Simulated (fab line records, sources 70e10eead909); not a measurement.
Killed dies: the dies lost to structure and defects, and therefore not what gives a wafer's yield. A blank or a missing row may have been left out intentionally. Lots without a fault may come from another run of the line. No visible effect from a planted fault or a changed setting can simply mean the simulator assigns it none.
The tool behind it: which one? + flow nand-harc + Sampling: 14 lots, 42 wafers, 2 of 1159 route steps

WHAT THE GAUGES SHOWED, per wafer
NHARC_A_CONTACT_CD_MEAS_42: the cd target is 200 nm.
| lot  | measured     | on        | cd-nm (nm)        |
|------|--------------|-----------|-------------------|
| L297 | day 16 13:42 | cd-sem-02 | 200.3 200.2 200.4 |
| L298 | day 16 15:57 | cd-sem-01 | 199.7 200.1 199.7 |
| L296 | day 16 18:16 | cd-sem-01 | 199.7 200.2 200.4 |
| L300 | day 17 00:56 | cd-sem-02 | 200.4 201.3 201.0 |
| L301 | day 17 05:49 | cd-sem-01 | 200.6 200.7 200.8 |
| L303 | day 18 04:44 | cd-sem-02 | 200.4 199.6 199.9 |
| L302 | day 18 11:00 | cd-sem-02 | 199.6 199.8 200.2 |
| L305 | day 18 21:13 | cd-sem-01 | 199.3 199.4 199.5 |
| L304 | day 18 23:36 | cd-sem-03 | 200.8 200.7 200.2 |
| L306 | day 20 00:27 | cd-sem-02 | 199.6 200.3 199.7 |
| L316 | day 21 13:31 | cd-sem-02 | 201.1 200.5 200.7 |
| L317 | day 21 21:59 | cd-sem-03 | 199.3 200.2 200.0 |
| L319 | day 21 22:47 | cd-sem-03 | 199.3 199.5 199.2 |
| L318 | day 22 02:05 | cd-sem-01 | 200.0 200.3 200.4 |

WHAT TOOL EACH LOT RAN ON (gives the tool, then ch and the chambers of the sampled wafers, and finally the start)
| lot  | NHARC_A_CONTACT_DEP_29          |
|------|---------------------------------|
| L297 | pecvd-04 ch 0,1,2, day 16 12:59 |
| L298 | pecvd-04 ch 1,2, day 16 15:21   |
| L296 | pecvd-01 ch 0,2, day 16 17:32   |
| L300 | pecvd-03 ch 0,1,2, day 17 00:25 |
| L301 | pecvd-01 ch 0,1,2, day 17 05:05 |
| L303 | pecvd-01 ch 0,1,2, day 18 04:10 |
| L302 | pecvd-04 ch 0,1,2, day 18 10:18 |
| L305 | pecvd-03 ch 0,2, day 18 20:30   |
| L304 | pecvd-03 ch 0,1,2, day 18 22:56 |
| L306 | pecvd-04 ch 0,1,2, day 19 23:52 |
| L316 | pecvd-04 ch 0,1, day 21 12:48   |
| L317 | pecvd-04 ch 0,1,2, day 21 21:16 |
| L319 | pecvd-04 ch 0,1,2, day 21 22:07 |
| L318 | pecvd-04 ch 0,2, day 22 01:22   |
- NHARC_A_CONTACT_DEP_29: deposits SiON, target thk 70 nm.

WHAT THE TOOLS THEMSELVES READ (means of the sampled wafers that have a number; where no wafer has one, the mark that the record gives instead)
NHARC_A_CONTACT_DEP_29.
| lot  | tool     | heater-power-w (W) | showerhead-vpp-V (V) |
|------|----------|--------------------|----------------------|
| L297 | pecvd-04 | 727                | 1146                 |
| L298 | pecvd-04 | 723                | 1095                 |
| L296 | pecvd-01 | 729                | 1141                 |
| L300 | pecvd-03 | 833                | 1123                 |
| L301 | pecvd-01 | 713                | 1162                 |
| L303 | pecvd-01 | 728                | 1159                 |
| L302 | pecvd-04 | 689                | 1142                 |
| L305 | pecvd-03 | 801                | 1126                 |
| L304 | pecvd-03 | 804                | 1128                 |
| L306 | pecvd-04 | 738                | 1164                 |
| L316 | pecvd-04 | 696                | 1211                 |
| L317 | pecvd-04 | 686                | 1155                 |
| L319 | pecvd-04 | 733                | 1148                 |
| L318 | pecvd-04 | 575                | 1119                 |

THE ANSWER, worked out from the rows above alone
Rule: the usual values come from the lots themselves. Put in order of their means at a reading, lots are off if they are a third of the lots or fewer, leave a main group of 4 or more, and stand apart from it by a gap of 3 or more times the standard deviation of the main group's means; of several such gaps the widest counts. Not used: any main group whose means are identical at the precision the tables above print for the reading. A lot without any number at a reading at which 4 lots or more have one is off too. The other lots that the step has rows for count as sound. The gauges are gone through in route order, then the tools' own readings, and for those a lot's mean is taken as printed above. At the first step where some lot is off, the reading lying furthest off is the one used; lots without a number count as furthest.
Across all readings shown, no lot is off: no conclusion can be drawn from this.

WHAT THE SIMULATOR HAD PUT IN
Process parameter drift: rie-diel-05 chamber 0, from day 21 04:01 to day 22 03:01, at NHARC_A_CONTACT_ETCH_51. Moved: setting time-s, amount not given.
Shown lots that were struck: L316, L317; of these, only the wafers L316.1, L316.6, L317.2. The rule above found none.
